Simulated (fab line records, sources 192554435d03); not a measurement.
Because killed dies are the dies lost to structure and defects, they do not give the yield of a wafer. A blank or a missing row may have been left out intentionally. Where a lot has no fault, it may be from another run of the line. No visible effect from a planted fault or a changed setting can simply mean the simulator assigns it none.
Which tool was responsible?    flow n5_finfet    23 lots, 69 wafers sampled, at 6 steps of a route of 1938

## WHAT EACH GAUGE READ, for each wafer
N5_FIN_CUT_INSPECT_17: inspects for defects (brightfield). Usual: raw_defect_count reads 221 (standard deviation 61).
lot   measured     on                 raw_defect_count  flag
L074  day 2 03:53  defect_inspect-02  168 200 110       
L075  day 2 11:49  defect_inspect-02  192 200 179       
L076  day 2 15:24  defect_inspect-02  186 141 193       
L077  day 2 21:31  defect_inspect-01  175 177 277       
L078  day 3 04:13  defect_inspect-01  215 189 233       
L079  day 3 10:25  defect_inspect-01  257 211 302       
L080  day 3 17:28  defect_inspect-01  248 220 250       
L081  day 3 21:31  defect_inspect-02  260 205 192       
L082  day 4 03:32  defect_inspect-02  177 188 179       
L083  day 4 10:04  defect_inspect-01  305 170 170       
L084  day 4 18:42  defect_inspect-02  225 266 175       
L085  day 4 22:42  defect_inspect-02  194 225 302       
L086  day 5 04:49  defect_inspect-02  205 184 201       
L087  day 5 12:17  defect_inspect-01  179 174 160       
L088  day 5 16:48  defect_inspect-01  213 231 167       
L089  day 5 22:10  defect_inspect-01  373 314 252       
L090  day 6 03:29  defect_inspect-02  209 168 172       
L091  day 6 09:47  defect_inspect-02  246 224 224       
L092  day 6 16:50  defect_inspect-01  101 196 170       
L093  day 6 23:30  defect_inspect-01  245 254 205       
L094  day 7 05:13  defect_inspect-02  174 177 238       
L096  day 7 17:25  defect_inspect-02  169 209 222       
L097  day 7 21:44  defect_inspect-01  222 250 238       

N5_DUMMY_GATE_OVL_MEAS_16. Usual: GATE_OVL -0.1 nm, standard deviation 0.69.
lot   measured     on          GATE_OVL (nm)   flag
L074  day 2 21:13  overlay-01  -0.1 -1.0 0.1   
L075  day 3 07:47  overlay-02  0.5 -0.2 0.7    
L076  day 3 09:22  overlay-02  -0.3 -1.2 0.4   
L077  day 3 15:52  overlay-01  -0.5 -0.6 -1.5  
L078  day 3 23:37  overlay-02  -0.7 -0.3 0.2   
L079  day 4 10:58  overlay-02  0.5 0.6 -0.8    
L080  day 4 14:43  overlay-02  -0.7 -1.3 -0.4  
L081  day 4 21:29  overlay-01  0.6 -0.1 0.1    
L082  day 4 22:57  overlay-01  0.3 1.0 -0.5    
L083  day 5 05:24  overlay-02  0.8 0.3 -0.7    
L084  day 5 13:52  overlay-02  0.6 -0.6 0.4    
L085  day 5 18:34  overlay-02  0.6 1.4 -0.1    
L086  day 5 22:26  overlay-02  0.1 0.1 0.8     
L087  day 6 10:07  overlay-01  0.7 0.8 -0.2    
L088  day 6 10:20  overlay-01  0.3 0.6 0.8     
L089  day 6 19:54  overlay-01  -0.3 0.2 -0.1   
L090  day 6 21:52  overlay-02  -1.6 -0.9 -1.3  
L091  day 7 03:42  overlay-02  0.9 0.3 1.1     
L092  day 7 10:38  overlay-02  0.2 0.0 -0.7    
L093  day 7 19:35  overlay-02  1.0 0.9 1.1     
L094  day 7 22:43  overlay-02  -0.8 -0.6 0.4   
L096  day 8 10:53  overlay-01  -0.8 0.7 1.3    
L097  day 8 15:23  overlay-02  0.1 -0.5 -1.1   

## WHICH TOOL RAN EACH LOT (tool, then ch and the chambers of the sampled wafers, then the start)
lot   N5_FIN_CUT_ETCH_30                 N5_FIN_CUT_STRIP_24                N5_STI_FIN_REVEAL_STRIP_24         N5_STI_FIN_REVEAL_ETCH_34
L074  rie_diel-05 ch 0,2,3, day 2 03:00  rie_diel-05 ch 0,2,3, day 2 03:23  rie_diel-04 ch 0,2,3, day 2 09:35  rie_si-01 ch 0,1,2, day 2 11:53
L075  rie_diel-05 ch 1,2, day 2 10:40    rie_diel-05 ch 1,2, day 2 11:03    rie_diel-06 ch 1,2, day 2 18:20    rie_si-03 ch 1,3, day 2 20:38
L076  rie_diel-03 ch 2,3, day 2 14:29    rie_diel-03 ch 2,3, day 2 14:52    rie_diel-01 ch 0,3, day 2 21:43    rie_si-03 ch 0,1,3, day 3 00:01
L077  rie_diel-05 ch 0,1,2, day 2 20:38  rie_diel-05 ch 0,1,2, day 2 21:01  rie_diel-01 ch 0,3, day 3 04:02    rie_si-01 ch 1,2,3, day 3 06:20
L078  rie_diel-05 ch 1,2,3, day 3 03:20  rie_diel-05 ch 1,2,3, day 3 03:43  rie_diel-04 ch 0,1,3, day 3 10:22  rie_si-02 ch 0,2,3, day 3 12:41
L079  rie_diel-05 ch 1,2,3, day 3 09:25  rie_diel-05 ch 1,2,3, day 3 09:49  rie_diel-06 ch 1,2,3, day 3 16:13  rie_si-01 ch 1,2,3, day 3 18:32
L080  rie_diel-05 ch 0,2,3, day 3 16:27  rie_diel-05 ch 0,2,3, day 3 16:50  rie_diel-06 ch 0,1,2, day 3 23:10  rie_si-03 ch 0,1,3, day 4 01:29
L081  rie_diel-05 ch 0,1,3, day 3 20:38  rie_diel-05 ch 0,1,3, day 3 21:02  rie_diel-01 ch 0,1,3, day 4 03:50  rie_si-01 ch 0,2,3, day 4 06:08
L082  rie_diel-03 ch 0,2,3, day 4 02:38  rie_diel-03 ch 0,2,3, day 4 03:01  rie_diel-04 ch 0,1,3, day 4 09:21  rie_si-02 ch 0,1,2, day 4 11:40
L083  rie_diel-02 ch 0,2,3, day 4 09:11  rie_diel-02 ch 0,2,3, day 4 09:34  rie_diel-01 ch 0,2,3, day 4 16:31  rie_si-02 ch 0,1,3, day 4 18:50
L084  rie_diel-03 ch 1,2,3, day 4 16:35  rie_diel-03 ch 1,2,3, day 4 16:58  rie_diel-06 ch 0,2,3, day 5 01:56  rie_si-01 ch 0,2,3, day 5 04:36
L085  rie_diel-05 ch 0,1, day 4 21:41    rie_diel-05 ch 0,1, day 4 22:04    rie_diel-01 ch 0,2,3, day 5 04:30  rie_si-03 ch 1,2, day 5 07:05
L086  rie_diel-02 ch 0,2, day 5 03:06    rie_diel-02 ch 0,2, day 5 03:29    rie_diel-06 ch 2,3, day 5 10:43    rie_si-02 ch 0,1, day 5 13:03
L087  rie_diel-05 ch 0,2, day 5 11:18    rie_diel-05 ch 0,2, day 5 11:41    rie_diel-06 ch 0,3, day 5 18:41    rie_si-02 ch 0,1,3, day 5 20:59
L088  rie_diel-03 ch 0,1,2, day 5 15:51  rie_diel-03 ch 0,1,2, day 5 16:14  rie_diel-04 ch 0,1,2, day 5 22:33  rie_si-03 ch 1,2, day 6 00:52
L089  rie_diel-05 ch 1,2,3, day 5 21:17  rie_diel-05 ch 1,2,3, day 5 21:40  rie_diel-04 ch 1,2, day 6 03:53    rie_si-03 ch 1,2,3, day 6 06:11
L090  rie_diel-03 ch 2,3, day 6 02:36    rie_diel-03 ch 2,3, day 6 02:59    rie_diel-01 ch 0,1,2, day 6 09:16  rie_si-03 ch 1,2,3, day 6 11:35
L091  rie_diel-03 ch 0,1,2, day 6 08:53  rie_diel-03 ch 0,1,2, day 6 09:16  rie_diel-01 ch 0,1,3, day 6 15:43  rie_si-01 ch 1,2, day 6 18:02
L092  rie_diel-05 ch 0,1,2, day 6 15:58  rie_diel-05 ch 0,1,2, day 6 16:20  rie_diel-06 ch 0,1, day 6 22:58    rie_si-02 ch 0,1,2, day 7 01:16
L093  rie_diel-02 ch 1,2,3, day 6 22:37  rie_diel-02 ch 1,2,3, day 6 23:01  rie_diel-06 ch 0,1,2, day 7 05:17  rie_si-02 ch 2,3, day 7 07:35
L094  rie_diel-02 ch 1,2,3, day 7 04:20  rie_diel-02 ch 1,2,3, day 7 04:43  rie_diel-01 ch 0,1,3, day 7 11:01  rie_si-02 ch 0,3, day 7 13:20
L096  rie_diel-05 ch 1,2,3, day 7 16:32  rie_diel-05 ch 1,2,3, day 7 16:55  rie_diel-06 ch 0,1,3, day 7 23:10  rie_si-02 ch 2,3, day 8 01:29
L097  rie_diel-03 ch 1,3, day 7 20:47    rie_diel-03 ch 1,3, day 7 21:10    rie_diel-06 ch 1,2,3, day 8 03:51  rie_si-01 ch 0,2,3, day 8 06:10
- N5_FIN_CUT_ETCH_30: etches underlayer in N2/H2, target depth 13 nm, time 10.4 s.
- N5_FIN_CUT_STRIP_24: strips in CF4.
- N5_STI_FIN_REVEAL_STRIP_24: strips in N2/H2, time 90 s.
- N5_STI_FIN_REVEAL_ETCH_34: etches Si in H2, material Si, target depth 0.97 nm.

## AS READ BY THE TOOLS THEMSELVES (means over the sampled wafers that have a number; for cases with no such wafer, the mark the record gives instead)
N5_FIN_CUT_ETCH_30. Usual: drypump_motor_current_A 5.9 A, standard deviation 0.58; etch_rf_on_time_s 10.5 s, standard deviation 0.33; oes_product_au 0.64 a.u., standard deviation 0.049; rf_vpp_V 524.7 V, standard deviation 2.1; showerhead_plenum_p_Torr 2.57 Torr, standard deviation 0.077; throttle_valve_pct 17.91 %, standard deviation 0.23.
lot   tool         drypump_motor_current_A (A)  etch_rf_on_time_s (s)  oes_product_au (a.u.)  rf_vpp_V (V)  showerhead_plenum_p_Torr (Torr)  throttle_valve_pct (%)  flag
L074  rie_diel-05  6.3                          10.6                   0.66                   524.7         2.56                             17.81                   
L075  rie_diel-05  6.2                          10.6                   0.66                   525.5         2.57                             17.79                   
L076  rie_diel-03  5.6                          10.7                   0.62                   526.7         2.64                             18.15                   
L077  rie_diel-05  6.2                          10.6                   0.65                   523.9         2.55                             17.73                   
L078  rie_diel-05  5.9                          10.6                   0.64                   525.5         2.61                             17.91                   
L079  rie_diel-05  5.9                          10.6                   0.63                   526.7         2.61                             17.91                   
L080  rie_diel-05  6.3                          10.6                   0.65                   524.2         2.56                             17.82                   
L081  rie_diel-05  5.9                          10.6                   0.64                   525.1         2.58                             17.87                   
L082  rie_diel-03  5.6                          10.5                   0.61                   524.7         2.60                             18.19                   
L083  rie_diel-02  5.8                          10.8                   0.61                   525.0         2.56                             17.74                   
L084  rie_diel-03  5.4                          10.2                   0.64                   525.5         2.60                             18.08                   
L085  rie_diel-05  5.7                          10.7                   0.62                   524.6         2.56                             17.80                   
L086  rie_diel-02  5.4                          10.7                   0.61                   524.3         2.54                             17.67                   
L087  rie_diel-05  6.6                          10.6                   0.66                   522.7         2.49                             17.68                   
L088  rie_diel-03  5.7                          10.3                   0.61                   524.3         2.55                             18.25                   
L089  rie_diel-05  5.9                          10.6                   0.63                   526.5         2.60                             17.94                   
L090  rie_diel-03  5.2                          10.6                   0.62                   527.6         2.64                             18.04                   
L091  rie_diel-03  5.7                          10.3                   0.61                   524.4         2.55                             18.26                   
L092  rie_diel-05  6.2                          10.6                   0.63                   522.7         2.54                             17.79                   
L093  rie_diel-02  6.2                          10.6                   0.63                   523.2         2.55                             17.76                   
L094  rie_diel-02  6.1                          10.5                   0.63                   524.1         2.55                             17.76                   
L096  rie_diel-05  5.9                          10.7                   0.61                   526.1         2.59                             17.97                   
L097  rie_diel-03  5.0                          10.1                   0.64                   525.6         2.60                             17.97                   

N5_FIN_CUT_STRIP_24. Usual: drypump_motor_current_A 5.8 A, standard deviation 0.58; oes_product_au 0.74 a.u., standard deviation 0.052; rf_vpp_V 271.5 V, standard deviation 1.4; showerhead_plenum_p_Torr 1.80 Torr, standard deviation 0.049; throttle_valve_pct 13.61 %, standard deviation 0.25.
lot   tool         drypump_motor_current_A (A)  oes_product_au (a.u.)  rf_vpp_V (V)  showerhead_plenum_p_Torr (Torr)  throttle_valve_pct (%)  flag
L074  rie_diel-05  6.3                          0.78                   271.8         1.79                             13.42                   
L075  rie_diel-05  6.2                          0.77                   271.2         1.81                             13.51                   
L076  rie_diel-03  5.6                          0.72                   272.2         1.84                             13.74                   
L077  rie_diel-05  6.2                          0.77                   270.8         1.79                             13.44                   
L078  rie_diel-05  5.9                          0.74                   272.1         1.83                             13.60                   
L079  rie_diel-05  5.9                          0.75                   271.6         1.83                             13.61                   
L080  rie_diel-05  6.3                          0.77                   271.4         1.79                             13.44                   
L081  rie_diel-05  5.9                          0.74                   271.6         1.80                             13.55                   
L082  rie_diel-03  5.6                          0.71                   271.6         1.82                             13.81                   
L083  rie_diel-02  5.8                          0.71                   271.6         1.80                             13.60                   
L084  rie_diel-03  5.4                          0.73                   271.9         1.83                             13.77                   
L085  rie_diel-05  5.7                          0.73                   270.4         1.79                             13.58                   
L086  rie_diel-02  5.4                          0.72                   271.7         1.80                             13.64                   
L087  rie_diel-05  6.6                          0.77                   270.2         1.74                             13.31                   
L088  rie_diel-03  5.8                          0.70                   271.0         1.80                             13.98                   
L089  rie_diel-05  5.9                          0.73                   271.0         1.82                             13.66                   
L090  rie_diel-03  5.2                          0.73                   272.3         1.84                             13.65                   
L091  rie_diel-03  5.7                          0.70                   270.6         1.79                             13.99                   
L092  rie_diel-05  6.2                          0.74                   270.6         1.78                             13.51                   
L093  rie_diel-02  6.1                          0.74                   270.7         1.79                             13.47                   
L094  rie_diel-02  6.1                          0.74                   271.0         1.79                             13.47                   
L096  rie_diel-05  5.9                          0.72                   271.9         1.82                             13.68                   
L097  rie_diel-03  5.0                          0.73                   271.9         1.83                             13.68                   

N5_STI_FIN_REVEAL_STRIP_24. Usual: drypump_motor_current_A 5.6 A, standard deviation 0.44; oes_product_au 0.81 a.u., standard deviation 0.094; rf_vpp_V 45.3 V, standard deviation 0.8; showerhead_plenum_p_Torr 3.40 Torr, standard deviation 0.11; temp_c 39.99 C, standard deviation 0.12; throttle_valve_pct 12.16 %, standard deviation 0.28.
lot   tool         drypump_motor_current_A (A)  oes_product_au (a.u.)  rf_vpp_V (V)  showerhead_plenum_p_Torr (Torr)  temp_c (C)  throttle_valve_pct (%)  flag
L074  rie_diel-04  5.7                          0.82                   45.1          3.33                             39.95       11.96                   
L075  rie_diel-06  6.1                          0.78                   45.1          3.29                             40.03       12.30                   
L076  rie_diel-01  5.8                          0.78                   45.3          3.44                             40.00       12.35                   
L077  rie_diel-01  5.8                          0.78                   44.7          3.44                             39.95       12.35                   
L078  rie_diel-04  5.6                          0.80                   44.7          3.36                             39.93       12.16                   
L079  rie_diel-06  5.8                          0.87                   46.0          3.32                             39.99       12.16                   
L080  rie_diel-06  5.8                          0.78                   45.4          3.38                             40.04       12.14                   
L081  rie_diel-01  5.6                          0.77                   45.3          3.42                             39.88       12.37                   
L082  rie_diel-04  5.7                          0.79                   45.3          3.36                             40.02       12.18                   
L083  rie_diel-01  5.6                          0.83                   45.5          3.41                             40.06       12.12                   
L084  rie_diel-06  5.3                          0.87                   45.4          3.42                             40.01       12.01                   
L085  rie_diel-01  5.7                          0.82                   45.9          3.41                             39.95       12.13                   
L086  rie_diel-06  5.6                          0.90                   45.7          3.40                             39.95       12.01                   
L087  rie_diel-06  5.1                          0.88                   45.5          3.37                             40.11       12.09                   
L088  rie_diel-04  5.9                          0.73                   44.2          3.38                             39.97       12.18                   
L089  rie_diel-04  6.0                          0.70                   45.4          3.41                             39.98       12.24                   
L090  rie_diel-01  5.4                          0.83                   44.8          3.39                             39.86       12.18                   
L091  rie_diel-01  5.6                          0.75                   44.9          3.41                             39.95       12.43                   
L092  rie_diel-06  5.6                          0.80                   45.6          3.52                             40.00       12.01                   
L093  rie_diel-06  5.8                          0.83                   45.4          3.50                             40.04       12.00                   
L094  rie_diel-01  5.6                          0.75                   44.9          3.41                             39.98       12.45                   
L096  rie_diel-06  5.5                          0.84                   44.8          3.46                             40.01       12.06                   
L097  rie_diel-06  5.8                          0.88                   44.3          3.44                             39.96       12.06                   

N5_STI_FIN_REVEAL_ETCH_34. Usual: drypump_motor_current_A 5.6 A, standard deviation 0.52; oes_product_au 1.003 a.u., standard deviation 0.022; temp_c 19.99 C, standard deviation 0.093; throttle_valve_pct 25.7 %, standard deviation 0.57.
lot   tool       drypump_motor_current_A (A)  oes_product_au (a.u.)  temp_c (C)  throttle_valve_pct (%)  flag
L074  rie_si-01  5.8                          0.993                  19.97       25.7                    
L075  rie_si-03  5.2                          1.012                  19.98       25.6                    
L076  rie_si-03  5.7                          1.006                  19.93       25.6                    
L077  rie_si-01  5.2                          0.978                  20.07       25.9                    
L078  rie_si-02  5.6                          1.010                  19.95       25.8                    
L079  rie_si-01  5.2                          0.972                  20.04       25.9                    
L080  rie_si-03  5.7                          1.001                  20.06       25.6                    
L081  rie_si-01  5.5                          0.981                  19.94       25.8                    
L082  rie_si-02  5.9                          1.028                  19.98       25.9                    
L083  rie_si-02  5.5                          1.015                  20.00       26.0                    
L084  rie_si-01  5.5                          0.988                  20.01       25.8                    
L085  rie_si-03  5.5                          0.989                  19.98       24.9                    
L086  rie_si-02  5.8                          1.014                  20.02       26.1                    
L087  rie_si-02  5.5                          1.017                  19.99       26.0                    
L088  rie_si-03  5.5                          0.995                  20.04       24.9                    
L089  rie_si-03  5.4                          1.000                  19.96       25.4                    
L090  rie_si-03  5.4                          1.005                  20.03       25.4                    
L091  rie_si-01  5.6                          0.971                  20.06       25.8                    
L092  rie_si-02  5.9                          1.023                  20.00       25.9                    
L093  rie_si-02  5.5                          1.027                  19.98       25.3                    
L094  rie_si-02  5.3                          1.014                  19.95       25.9                    
L096  rie_si-02  5.1                          1.007                  19.94       25.4                    
L097  rie_si-01  5.5                          0.992                  20.05       25.8                    

## THE ANSWER, worked out from the rows above alone
Rule: a lot is off if the mean of its wafers that have a number lies more than 3 standard deviations from the usual mean. Also off: a lot with no number at a reading for which 4 or more lots have one. Any other lot the step has rows for is counted as sound. After the gauges, taken in route order, come the tools' own readings; for these a lot's mean is taken, as printed above. The first step at which some lot is off is used, and at that step the reading that is off furthest; a lot without a number counts as furthest.
No lot is off at any reading shown: from this, nothing can be told.

## WHAT THE SIMULATOR HAD INSERTED
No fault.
